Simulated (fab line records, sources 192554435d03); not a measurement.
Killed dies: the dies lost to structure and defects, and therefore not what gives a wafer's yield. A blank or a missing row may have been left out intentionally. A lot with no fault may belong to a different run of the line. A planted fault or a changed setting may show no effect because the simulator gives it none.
The tool behind it: which one? | flow n5_finfet | 72 wafers from 24 lots sampled at 4 of the route's 1938 steps

WHAT EACH GAUGE READ, for each wafer
N5_BEOL_M8_THK_MEAS_01.
lot  | measured     | on            | M8_ILD_THK (nm)
L074 | day 9 02:21  | film_metro-01 | 152.0 153.3 154.9
L075 | day 9 12:10  | film_metro-01 | 152.5 152.1 152.7
L076 | day 9 22:51  | film_metro-01 | 152.3 153.3 152.0
L078 | day 10 01:51 | film_metro-02 | 149.7 151.8 149.0
L077 | day 10 02:23 | film_metro-01 | 153.4 155.8 155.2
L079 | day 10 23:14 | film_metro-01 | 152.6 156.8 155.7
L080 | day 11 01:24 | film_metro-02 | 152.8 153.7 153.7
L081 | day 11 10:18 | film_metro-02 | 151.7 152.4 152.5
L083 | day 11 14:37 | film_metro-02 | 155.7 156.2 154.6
L082 | day 12 03:47 | film_metro-02 | 154.4 155.5 155.9
L085 | day 12 18:05 | film_metro-02 | 152.3 153.2 155.9
L086 | day 13 00:30 | film_metro-01 | 155.1 153.4 156.9
L089 | day 13 01:20 | film_metro-01 | 152.1 149.6 151.4
L088 | day 13 01:49 | film_metro-02 | 151.6 153.3 154.4
L084 | day 13 01:56 | film_metro-02 | 151.5 153.9 158.0
L087 | day 13 02:25 | film_metro-01 | 153.2 151.1 154.4
L090 | day 13 05:06 | film_metro-02 | 154.9 155.9 156.8
L092 | day 14 06:05 | film_metro-01 | 151.9 154.8 154.1
L091 | day 14 06:46 | film_metro-01 | 154.3 155.7 155.3
L093 | day 14 14:50 | film_metro-01 | 152.5 155.1 156.6
L094 | day 15 07:04 | film_metro-01 | 153.6 153.9 157.7
L095 | day 15 07:08 | film_metro-02 | 150.3 153.8 151.8
L096 | day 15 12:02 | film_metro-01 | 154.2 156.1 153.9
L097 | day 15 15:32 | film_metro-02 | 154.1 152.9 155.2

N5_BEOL_M8_OCD_MEAS_38.
lot  | measured     | on     | trench_depth_nm (nm)
L074 | day 9 10:53  | ocd-02 | 93.2 93.8 91.4
L075 | day 9 19:12  | ocd-01 | 93.4 93.5 93.7
L076 | day 10 03:24 | ocd-02 | 93.4 92.2 91.9
L078 | day 10 07:22 | ocd-01 | 90.8 92.3 90.9
L077 | day 10 07:04 | ocd-01 | 95.3 92.6 93.1
L079 | day 11 02:19 | ocd-02 | 93.4 91.8 93.8
L080 | day 11 06:01 | ocd-01 | 94.3 97.4 89.4
L081 | day 11 14:05 | ocd-02 | 94.1 91.5 94.4
L083 | day 11 17:21 | ocd-01 | 93.1 93.4 92.0
L082 | day 12 13:09 | ocd-01 | 93.5 93.3 93.6
L085 | day 12 22:38 | ocd-02 | 93.3 97.8 98.4
L086 | day 13 06:01 | ocd-02 | 94.9 91.5 96.5
L089 | day 13 08:10 | ocd-02 | 97.0 94.6 91.4
L088 | day 13 06:04 | ocd-01 | 91.8 98.3 98.7
L084 | day 13 08:40 | ocd-02 | 95.7 90.1 90.6
L087 | day 13 08:37 | ocd-01 | 98.3 95.2 92.0
L090 | day 13 10:09 | ocd-02 | 96.7 98.1 93.1
L092 | day 14 13:21 | ocd-01 | 92.8 97.1 91.4
L091 | day 14 13:40 | ocd-02 | 94.7 97.0 91.8
L093 | day 14 19:38 | ocd-01 | 95.1 91.7 89.1
L094 | day 15 11:26 | ocd-01 | 91.1 91.9 88.6
L095 | day 15 11:29 | ocd-02 | 97.2 92.7 92.7
L096 | day 15 15:37 | ocd-02 | 93.1 92.7 97.2
L097 | day 15 17:53 | ocd-02 | 94.6 90.3 90.6

N5_BEOL_M9_OVL_MEAS_12.
lot  | measured     | on         | M9_OVL (nm)
L074 | day 9 16:35  | overlay-01 | 0.5 0.8 0.0
L075 | day 10 00:21 | overlay-01 | 0.6 0.6 -0.2
L076 | day 10 08:53 | overlay-01 | 0.2 0.1 0.7
L078 | day 10 12:32 | overlay-01 | 0.6 0.2 0.3
L077 | day 10 12:20 | overlay-01 | 1.2 -0.5 0.7
L079 | day 11 06:56 | overlay-01 | 1.7 0.6 1.3
L080 | day 11 11:29 | overlay-01 | -0.2 -0.4 -0.1
L081 | day 11 18:30 | overlay-01 | 1.3 1.9 -0.4
L083 | day 11 23:55 | overlay-01 | -0.5 1.5 0.4
L082 | day 12 17:40 | overlay-01 | 1.2 -1.1 -0.1
L085 | day 13 03:30 | overlay-02 | -0.3 -0.2 -1.5
L086 | day 13 10:49 | overlay-02 | 0.0 -0.3 0.3
L089 | day 13 12:47 | overlay-02 | -0.4 -0.5 -0.2
L088 | day 13 10:38 | overlay-01 | 1.0 0.1 0.8
L084 | day 13 12:58 | overlay-02 | -1.6 -1.2 -0.3
L087 | day 13 12:32 | overlay-02 | 0.5 -0.1 1.7
L090 | day 13 13:26 | overlay-01 | -1.1 -0.8 -0.5
L092 | day 14 18:23 | overlay-01 | -0.5 -0.9 0.1
L091 | day 14 18:54 | overlay-02 | 0.5 1.2 0.3
L093 | day 15 04:20 | overlay-01 | -0.5 0.1 0.2
L094 | day 15 16:48 | overlay-02 | 0.1 0.9 -0.3
L095 | day 15 16:58 | overlay-01 | 0.8 0.7 1.9
L096 | day 15 21:31 | overlay-01 | 0.0 -1.3 -0.5
L097 | day 16 03:19 | overlay-01 | -0.9 -0.2 0.1

WHAT TOOL EACH LOT RAN ON (gives the tool, then ch and the chambers of the sampled wafers, and finally the start)
lot  | N5_BEOL_M8_ETCH_41
L074 | rie_diel-01 ch 0,1,3, day 9 10:53 or earlier
L075 | rie_diel-05 ch 0,1, day 9 19:12 or earlier
L076 | rie_diel-05 ch 0,1,3, day 10 03:24 or earlier
L078 | rie_diel-03 ch 0,3, day 10 07:22 or earlier
L077 | rie_diel-01 ch 2,3, day 10 07:04 or earlier
L079 | rie_diel-05 ch 0,1,3, day 11 02:19 or earlier
L080 | rie_diel-03 ch 1,2,3, day 11 06:01 or earlier
L081 | rie_diel-01 ch 1,2, day 11 14:05 or earlier
L083 | rie_diel-05 ch 0,1,3, day 11 17:21 or earlier
L082 | rie_diel-05 ch 0,1,3, day 12 13:09 or earlier
L085 | rie_diel-03 ch 0,2, day 12 22:38 or earlier
L086 | rie_diel-03 ch 0,1,2, day 13 06:01 or earlier
L089 | rie_diel-01 ch 1,2,3, day 13 08:10 or earlier
L088 | rie_diel-01 ch 1,3, day 13 06:04 or earlier
L084 | rie_diel-03 ch 1,3, day 13 08:40 or earlier
L087 | rie_diel-01 ch 1,2,3, day 13 08:37 or earlier
L090 | rie_diel-01 ch 0,1, day 13 10:09 or earlier
L092 | rie_diel-05 ch 0,2,3, day 14 13:21 or earlier
L091 | rie_diel-01 ch 0,1,2, day 14 13:40 or earlier
L093 | rie_diel-03 ch 0,1,3, day 14 19:38 or earlier
L094 | rie_diel-03 ch 0,3, day 15 11:26 or earlier
L095 | rie_diel-05 ch 0,2, day 15 11:29 or earlier
L096 | rie_diel-05 ch 0,2,3, day 15 15:37 or earlier
L097 | rie_diel-03 ch 0,1, day 15 17:53 or earlier
- N5_BEOL_M8_ETCH_41: etches SiCN in CH3F/O2, target depth 31.9 nm, time 57.8 s.

AS READ BY THE TOOLS THEMSELVES (means over the sampled wafers that have a number; for cases with no such wafer, the mark the record gives instead)
N5_BEOL_M8_ETCH_41.
lot  | tool        | drypump_motor_current_A (A) | oes_product_au (a.u.) | rf_vpp_V (V) | showerhead_plenum_p_Torr (Torr) | throttle_valve_pct (%)
L074 | rie_diel-01 | 5.5                         | 0.79                  | 298.3        | 2.05                            | 16.39
L075 | rie_diel-05 | 5.0                         | 0.83                  | 297.0        | 2.01                            | 16.19
L076 | rie_diel-05 | 5.5                         | 0.83                  | 295.2        | 1.98                            | 16.14
L078 | rie_diel-03 | 5.4                         | 0.76                  | 298.8        | 2.04                            | 16.48
L077 | rie_diel-01 | 5.7                         | 0.82                  | 298.7        | 2.05                            | 16.22
L079 | rie_diel-05 | 5.5                         | 0.83                  | 296.5        | 1.98                            | 16.16
L080 | rie_diel-03 | 5.5                         | 0.85                  | 299.7        | 2.12                            | 16.24
L081 | rie_diel-01 | 5.6                         | 0.83                  | 299.5        | 2.11                            | 16.51
L083 | rie_diel-05 | 5.5                         | 0.82                  | 296.3        | 1.98                            | 16.18
L082 | rie_diel-05 | 5.5                         | 0.81                  | 296.6        | 1.98                            | 16.18
L085 | rie_diel-03 | 5.8                         | 0.79                  | 298.6        | 2.05                            | 16.40
L086 | rie_diel-03 | 5.5                         | 0.79                  | 298.8        | 2.05                            | 16.43
L089 | rie_diel-01 | 5.5                         | 0.85                  | 299.1        | 2.06                            | 16.28
L088 | rie_diel-01 | 5.3                         | 0.88                  | 297.5        | 2.03                            | 16.22
L084 | rie_diel-03 | 5.3                         | 0.80                  | 299.8        | 2.11                            | 16.32
L087 | rie_diel-01 | 5.5                         | 0.86                  | 298.6        | 2.06                            | 16.30
L090 | rie_diel-01 | 5.3                         | 0.92                  | 298.4        | 2.05                            | 16.29
L092 | rie_diel-05 | 5.6                         | 0.89                  | 296.2        | 1.98                            | 16.10
L091 | rie_diel-01 | 5.6                         | 0.88                  | 299.2        | 2.07                            | 16.38
L093 | rie_diel-03 | 5.3                         | 0.75                  | 298.1        | 2.04                            | 16.52
L094 | rie_diel-03 | 5.5                         | 0.70                  | 296.0        | 1.96                            | 16.74
L095 | rie_diel-05 | 5.1                         | 0.86                  | 297.5        | 2.00                            | 16.16
L096 | rie_diel-05 | 5.6                         | 0.88                  | 297.3        | 1.98                            | 16.11
L097 | rie_diel-03 | 5.3                         | 0.72                  | 296.8        | 1.97                            | 16.71

THE ANSWER, worked out from the rows above alone
Rule: usual is defined by the lots themselves. Put in order of their means at a reading, lots are off if they are a third of the lots or fewer, leave a main group of 4 or more, and stand apart from it by a gap of 3 or more times the standard deviation of the main group's means; of several such gaps the widest counts. Not used: any main group whose means are identical at the precision the tables above print for the reading. Also off: a lot with no number at a reading for which 4 or more lots have one. Any other lot the step has rows for is counted as sound. The gauges are gone through in route order, then the tools' own readings, and for those a lot's mean is taken as printed above. The first step at which some lot is off is used, and at that step the reading that is off furthest; a lot without a number counts as furthest.
Nothing can be told from this: no lot is off at any reading shown.

WHAT HAD BEEN PUT IN BY THE SIMULATOR
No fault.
